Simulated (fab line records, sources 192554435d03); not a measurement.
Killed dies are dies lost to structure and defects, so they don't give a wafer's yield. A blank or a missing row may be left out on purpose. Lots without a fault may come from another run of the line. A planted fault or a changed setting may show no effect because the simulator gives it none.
Tool commonality check | flow n5_finfet | 11 lots, 31 wafers sampled

WHY IT WAS OPENED
At N5_BEOL_M10_OVL_MEAS_29 the reading V9_OVL is flagged on 2 of 11 lots. Wafers without a fault read -0.1 nm, standard deviation 0.75.
Rule: a lot is flagged when every wafer of it that has a number lies more than 4 standard deviations from that mean, or none has a number. The other lots count as sound.

lot  | measured     | on         | V9_OVL (nm), wafer by wafer | flag
L783 | day 10 14:14 | overlay-01 | -0.3 -0.7 -0.6              |
L785 | day 11 00:59 | overlay-01 | -0.6 -0.6 -0.8              |
L786 | day 11 09:32 | overlay-02 | 1.6 0.3 0.9                 |
L787 | day 11 09:42 | overlay-01 | 0.6 0.5                     |
L789 | day 12 03:29 | overlay-01 | -1.0 -0.1                   |
L792 | day 12 19:42 | overlay-01 | 7.4 7.9 7.5                 | FLAGGED
L791 | day 13 00:18 | overlay-02 | 9.4 9.7 8.3                 | FLAGGED
L800 | day 15 04:34 | overlay-01 | -0.2 -0.2 0.3               |
L801 | day 15 13:47 | overlay-02 | -0.7 0.5 -1.0               |
L806 | day 16 18:15 | overlay-01 | -1.0 0.3 0.9                |
L805 | day 16 23:28 | overlay-02 | 0.4 0.4 -0.4                |
The numbers of the flagged lots are 8.4 nm on average: +8.5 nm against the usual, or +11 standard deviations.

WHICH TOOL RAN EACH LOT
The record holds 1 process step before the reading, out of a route of 1938 steps. In each cell: the tool, then ch and the chambers that the sampled wafers went through, then the start.
lot  | flag    | N5_BEOL_M10_EXPOSE_25
L783 |         | arfi_scanner-02 ch 0, day 10 14:05
L785 |         | arfi_scanner-03 ch 0, day 11 00:49
L786 |         | arfi_scanner-01 ch 0, day 11 09:23
L787 |         | arfi_scanner-02 ch 0, day 11 09:32
L789 |         | arfi_scanner-02 ch 0, day 12 03:19
L792 | FLAGGED | arfi_scanner-03 ch 0, day 12 19:33
L791 | FLAGGED | arfi_scanner-03 ch 0, day 13 00:09
L800 |         | arfi_scanner-01 ch 0, day 15 04:25
L801 |         | arfi_scanner-02 ch 0, day 15 13:38
L806 |         | arfi_scanner-01 ch 0, day 16 18:05
L805 |         | arfi_scanner-01 ch 0, day 16 23:19
What these steps do:
- N5_BEOL_M10_EXPOSE_25: exposes mask V9.
- N5_BEOL_M10_OVL_MEAS_29

FLAGGED OVER TOTAL, TOOL BY TOOL (the gauges that took the reading come last)
step                    | tool            | lots run | flagged | share of the flagged lots | sound lots run after its first flagged lot
N5_BEOL_M10_EXPOSE_25   | arfi_scanner-01 | 4        | 0       | none                      | -
N5_BEOL_M10_EXPOSE_25   | arfi_scanner-02 | 4        | 0       | none                      | -
N5_BEOL_M10_EXPOSE_25   | arfi_scanner-03 | 3        | 2       | all                       | 0
N5_BEOL_M10_OVL_MEAS_29 | overlay-01      | 7        | 1       | some                      | 2 (L800,L806)
N5_BEOL_M10_OVL_MEAS_29 | overlay-02      | 4        | 1       | some                      | 2 (L801,L805)

WHAT THE TABLE ALLOWS
1 row of the table ran every flagged lot: arfi_scanner-03 at N5_BEOL_M10_EXPOSE_25.
- arfi_scanner-03 at N5_BEOL_M10_EXPOSE_25: 2 of its 3 lots flagged. Its last sound lot is L785 (day 11 00:49), its first flagged lot L792 (day 12 19:33): a fault that began between those two fits.
One tool is left: arfi_scanner-03 at N5_BEOL_M10_EXPOSE_25.

WHAT THE SIMULATOR HAD PUT IN
Scanner matching overlay: arfi_scanner-03, from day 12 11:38 on, at N5_BEOL_M10_EXPOSE_25. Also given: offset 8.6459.
Lots struck among those shown: L792, L791. The rule above found the same.
